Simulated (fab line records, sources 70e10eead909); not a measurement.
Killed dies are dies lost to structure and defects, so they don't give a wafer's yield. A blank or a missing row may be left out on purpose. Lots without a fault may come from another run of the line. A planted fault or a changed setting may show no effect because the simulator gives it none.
Which tool did it? | flow nand_harc | 14 lots, 42 wafers sampled, at 6 steps of a route of 1302

WHAT THE GAUGES READ, wafer by wafer
NHARC_P_BONDPAD_INSPECT_23.
lot  | measured     | on                | raw_defect_count
L441 | day 7 06:09  | defect_inspect-01 | 228 342 259
L440 | day 7 06:56  | defect_inspect-02 | 332 263 330
L442 | day 7 23:26  | defect_inspect-02 | 182 241 229
L447 | day 9 12:58  | defect_inspect-02 | 443 219 544
L450 | day 10 23:55 | defect_inspect-02 | 330 393 898
L451 | day 11 07:05 | defect_inspect-01 | 269 325 462
L452 | day 11 13:38 | defect_inspect-01 | 272 350 299
L454 | day 12 20:05 | defect_inspect-02 | 296 286 347
L456 | day 13 13:10 | defect_inspect-02 | 252 138 184
L457 | day 13 17:42 | defect_inspect-02 | 454 259 274
L460 | day 15 07:15 | defect_inspect-01 | 213 233 252
L461 | day 15 12:02 | defect_inspect-01 | 506 310 395
L462 | day 15 16:47 | defect_inspect-01 | 288 305 394
L463 | day 16 07:29 | defect_inspect-01 | 484 269 422

NHARC_A_ONON_D1_THK_MEAS_08: measures by ellipsometry.
lot  | measured     | on            | thk_nm (nm)
L441 | day 8 11:13  | film_metro-02 | 997 995 997
L440 | day 8 11:14  | film_metro-01 | 1009 1009 1010
L442 | day 9 01:49  | film_metro-01 | 1005 1005 1004
L447 | day 10 16:38 | film_metro-01 | 994 994 995
L450 | day 12 00:33 | film_metro-02 | 1009 1008 1009
L451 | day 12 08:49 | film_metro-02 | 993 993 993
L452 | day 12 16:56 | film_metro-02 | 1000 999 998
L454 | day 13 18:31 | film_metro-02 | 999 1000 1000
L456 | day 14 14:08 | film_metro-01 | 994 992 994
L457 | day 14 21:19 | film_metro-01 | 995 994 995
L460 | day 16 08:12 | film_metro-02 | 985 984 985
L461 | day 16 12:23 | film_metro-01 | 999 1000 998
L462 | day 16 17:57 | film_metro-01 | 1008 1007 1007
L463 | day 17 12:41 | film_metro-01 | 989 991 991

NHARC_A_ONON_D1_THK_MEAS_11: measures by ellipsometry.
lot  | measured     | on            | thk_nm (nm)
L441 | day 8 11:48  | film_metro-01 | 1009 1010 1010
L440 | day 8 11:47  | film_metro-02 | 988 991 992
L442 | day 9 02:23  | film_metro-01 | 991 991 991
L447 | day 10 17:12 | film_metro-01 | 996 997 995
L450 | day 12 01:07 | film_metro-01 | 1872 1872 1870
L451 | day 12 09:23 | film_metro-01 | 1865 1867 1867
L452 | day 12 17:30 | film_metro-01 | 1002 1002 1001
L454 | day 13 19:05 | film_metro-02 | 1008 1004 1005
L456 | day 14 14:43 | film_metro-02 | 988 989 990
L457 | day 14 21:53 | film_metro-02 | 992 993 991
L460 | day 16 08:46 | film_metro-02 | 999 999 1002
L461 | day 16 12:56 | film_metro-02 | 992 993 993
L462 | day 16 18:31 | film_metro-01 | 1000 1000 1002
L463 | day 17 13:16 | film_metro-01 | 1010 1010 1010

NHARC_END_SORT_01.
lot  | measured     | on        | killed_at_array | killed_at_other | killed_at_periphery | killed_dies | killed_open | killed_short
L450 | day 29 04:44 | prober-01 | 672 670 672     | 0 0 0           | 5 7 5               | 677 677 677 | 4 3 3       | 3 1 2
L451 | day 29 05:31 | prober-02 | 676 673 675     | 1 1 2           | 0 3 0               | 677 677 677 | 3 3 3       | 2 5 8
L462 | day 32 21:00 | prober-02 | 39 34 44        | 1 1 0           | 2 5 6               | 42 40 50    | 1 3 1       | 0 3 3

WHICH TOOL RAN EACH LOT (tool, then ch and the chambers of the sampled wafers, then the start)
lot  | NHARC_A_ONON_D1_DEP_09           | NHARC_A_ONON_D1_DEP_33
L441 | pecvd_onon-04 ch 0, day 8 11:17  | pecvd-02 ch 1,2, day 8 22:47
L440 | pecvd_onon-02 ch 0, day 8 11:24  | pecvd-04 ch 1,2, day 8 22:47
L442 | pecvd_onon-03 ch 0, day 9 01:52  | pecvd-04 ch 0,1,2, day 9 13:02
L447 | pecvd_onon-02 ch 0, day 10 16:41 | pecvd-04 ch 0,1, day 11 03:52
L450 | pecvd_onon-04 ch 0, day 12 00:36 | pecvd-03 ch 0,1, day 12 11:49
L451 | pecvd_onon-04 ch 0, day 12 08:56 | pecvd-03 ch 0,1, day 12 20:07
L452 | pecvd_onon-02 ch 0, day 12 16:59 | pecvd-04 ch 0,1,2, day 13 04:29
L454 | pecvd_onon-02 ch 0, day 13 18:41 | pecvd-03 ch 0,1, day 14 09:21
L456 | pecvd_onon-02 ch 0, day 14 14:19 | pecvd-04 ch 0,1,2, day 15 01:29
L457 | pecvd_onon-03 ch 0, day 14 21:23 | pecvd-03 ch 0,1,2, day 15 09:20
L460 | pecvd_onon-03 ch 0, day 16 08:16 | pecvd-04 ch 0,1, day 16 21:22
L461 | pecvd_onon-04 ch 0, day 16 12:26 | pecvd-03 ch 1,2, day 16 21:37
L462 | pecvd_onon-04 ch 0, day 16 18:01 | pecvd-02 ch 0,1,2, day 17 05:44
L463 | pecvd_onon-02 ch 0, day 17 12:45 | pecvd-03 ch 0,2, day 18 00:04
- NHARC_A_ONON_D1_DEP_09: target thk 1000 nm.
- NHARC_A_ONON_D1_DEP_33: deposits SiO2, target thk 200 nm.

WHAT THE TOOLS THEMSELVES READ (means of the sampled wafers that have a number; where no wafer has one, the mark that the record gives instead)
NHARC_A_ONON_D1_DEP_33.
lot  | tool     | heater_power_w (W) | throttle_valve_pct (%)
L441 | pecvd-02 | 547                | 15.9
L440 | pecvd-04 | 518                | 15.3
L442 | pecvd-04 | 575                | 15.8
L447 | pecvd-04 | 518                | 15.4
L450 | pecvd-03 | 621                | 16.5
L451 | pecvd-03 | 624                | 16.5
L452 | pecvd-04 | 567                | 15.5
L454 | pecvd-03 | 605                | 16.7
L456 | pecvd-04 | 561                | 15.5
L457 | pecvd-03 | 609                | 16.3
L460 | pecvd-04 | 578                | 15.4
L461 | pecvd-03 | 603                | 16.1
L462 | pecvd-02 | 572                | 15.8
L463 | pecvd-03 | 571                | 15.7

THE ANSWER, worked out from the rows above alone
Rule: what is usual is taken from the lots themselves. Put in order of their means at a reading, lots are off if they are a third of the lots or fewer, leave a main group of 4 or more, and stand apart from it by a gap of 3 or more times the standard deviation of the main group's means; of several such gaps the widest counts. A main group whose means are all the same, to the digits that the tables above print for the reading, isn't used. A lot without any number at a reading at which 4 lots or more have one is off too. The other lots that the step has rows for count as sound. The gauges are gone through in route order, then the tools' own readings, and for those a lot's mean is taken as printed above. The first step at which some lot is off is used, and at that step the reading that is off furthest; a lot without a number counts as furthest.
Off: L450, L451, at NHARC_A_ONON_D1_THK_MEAS_11 (thk_nm). The main group: mean 998 nm, standard deviation 7.2.
A tool fits if, at a process step before that reading, it ran every lot that is off, and no sound lot after the first of them. The gauges at NHARC_A_ONON_D1_THK_MEAS_11 are tried like those tools. None of those tried fits.

WHAT THE SIMULATOR HAD PUT IN
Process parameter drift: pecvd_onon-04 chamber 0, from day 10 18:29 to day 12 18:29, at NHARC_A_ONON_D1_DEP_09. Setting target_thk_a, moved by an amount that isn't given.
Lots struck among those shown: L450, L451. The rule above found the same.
